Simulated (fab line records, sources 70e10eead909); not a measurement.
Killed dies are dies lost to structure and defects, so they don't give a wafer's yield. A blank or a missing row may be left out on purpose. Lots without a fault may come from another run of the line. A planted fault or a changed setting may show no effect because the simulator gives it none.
Chamber matching | flow nand_harc | NHARC_P_M2_DEP_33 on pecvd-01: 3 sister chambers
The step deposits SiCN, target thk 30 nm. 24 wafers are shown with their chamber, then 12 later ones without.

WAFERS WITH THEIR CHAMBER
wafer  | chamber | showerhead_vpp_V (V) | heater_power_w (W)
L079.1 | 2       | 1336                 | 530
L079.3 | 1       | 1264                 | 704
L079.6 | 1       | 1256                 | 719
L080.1 | 0       | 1374                 | 692
L080.5 | 0       | 1333                 | 684
L080.6 | 1       | 1238                 | 629
L082.1 | 2       | 1310                 | 552
L082.3 | 1       | 1259                 | 671
L082.4 | 1       | 1243                 | 666
L084.1 | 0       | 1359                 | 682
L084.2 | 2       | 1344                 | 545
L084.6 | 2       | 1334                 | 540
L083.2 | 0       | 1352                 | 706
L083.3 | 1       | 1244                 | 689
L083.4 | 1       | 1255                 | 662
L086.1 | 1       | 1262                 | 714
L086.2 | 0       | 1349                 | 602
L086.4 | 0       | 1345                 | 626
L087.2 | 0       | 1342                 | 574
L087.3 | 1       | 1265                 | 627
L087.4 | 1       | 1265                 | 623
L088.1 | 1       | 1255                 | 628
L088.3 | 2       | 1339                 | 517
L088.4 | 2       | 1343                 | 505

SIGNATURES (means of the wafers above)
reading          | chamber 0 | chamber 1 | chamber 2 | scatter within a chamber
showerhead_vpp_V | 1350.57   | 1255.09   | 1334.33   | 11.4
heater_power_w   | 652.29    | 666.55    | 531.50    | 38.2
Rule: a wafer's distance from a chamber is the root of the sum, over the readings, of the square of ((its reading less the chamber's mean) divided by the reading's scatter). The wafer belongs to the nearest chamber; if the next one is less than 2 further off, it can't be placed. The scatter: the root of (the sum of the squares of (reading less its chamber's mean) over the shown wafers, divided by (wafers less chambers)).

WAFERS WITHOUT THEIR CHAMBER
wafer  | showerhead_vpp_V (V) | heater_power_w (W)
L090.1 | 1345                 | 672
L090.2 | 1332                 | 574
L090.4 | 1318                 | 578
L091.1 | 1318                 | 574
L091.3 | 1329                 | 634
L091.5 | 1327                 | 587
L093.2 | 1333                 | 496
L093.3 | 1248                 | 705
L093.5 | 1250                 | 701
L097.2 | 1268                 | 682
L097.4 | 1342                 | 646
L097.5 | 1305                 | 588

WHICH CHAMBER EACH WENT THROUGH
wafer  | from the rows above          | in truth
L090.1 | 0                            | 0
L090.2 | can't be placed: 2 or 0      | 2
L090.4 | can't be placed: 2 or 0      | 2
L091.1 | can't be placed: 2 or 0      | 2
L091.3 | can't be placed: 0 or 2      | 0
L091.5 | can't be placed: 2 or 0      | 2
L093.2 | 2                            | 2
L093.3 | 1                            | 1
L093.5 | 1                            | 1
L097.2 | 1                            | 1
L097.4 | 0                            | 0
L097.5 | can't be placed: 2 or 0 or 1 | 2
Placed correctly: 6 of 12. Can't be placed from these rows: 6 (the true chamber is among the candidates in 6). Placed wrongly: 0.
